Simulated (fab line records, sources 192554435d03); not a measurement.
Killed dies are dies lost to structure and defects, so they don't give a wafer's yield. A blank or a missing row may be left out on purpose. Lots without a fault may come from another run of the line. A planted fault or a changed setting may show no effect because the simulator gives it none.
Chamber matching | flow n5_finfet | N5_STI_FIN_REVEAL_ALD_14 on ald_sin-03: 4 sister chambers
The step deposits Si3N4, target thk 3 nm. 4 wafers are shown with their chamber, then 11 later ones without.

WAFERS WITH THEIR CHAMBER
wafer  | chamber | heater_power_w (W)
L083.1 | 2       | 693
L083.5 | 3       | 826
L084.5 | 1       | 922
L085.3 | 0       | 788

WAFERS WITHOUT THEIR CHAMBER
wafer  | heater_power_w (W)
L085.5 | 708
L085.6 | 911
L087.2 | 779
L087.3 | 709
L087.5 | 695
L091.3 | 930
L091.4 | 700
L091.6 | 808
L097.1 | 696
L097.2 | 824
L097.3 | 786

WHICH CHAMBER EACH WENT THROUGH
wafer  | from the rows above     | in truth
L085.5 | 2                       | 2
L085.6 | 1                       | 1
L087.2 | 0                       | 0
L087.3 | 2                       | 2
L087.5 | 2                       | 2
L091.3 | 1                       | 1
L091.4 | 2                       | 2
L091.6 | can't be placed: 3 or 0 | 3
L097.1 | 2                       | 2
L097.2 | 3                       | 3
L097.3 | 0                       | 0
Placed correctly: 10 of 11. Can't be placed from these rows: 1 (the true chamber is among the candidates in 1). Placed wrongly: 0.
How it was worked out, from the rows above alone: a wafer's distance from a chamber is the root of the sum, over the readings, of the square of ((its reading less the chamber's mean) divided by the reading's scatter). The wafer belongs to the nearest chamber; if the next one is less than 2 further off, it can't be placed. A chamber's mean is the mean of its shown wafers. The scatter: with one shown wafer a chamber, the root of the mean of the squares of how far each hidden wafer lies from its nearest shown one.
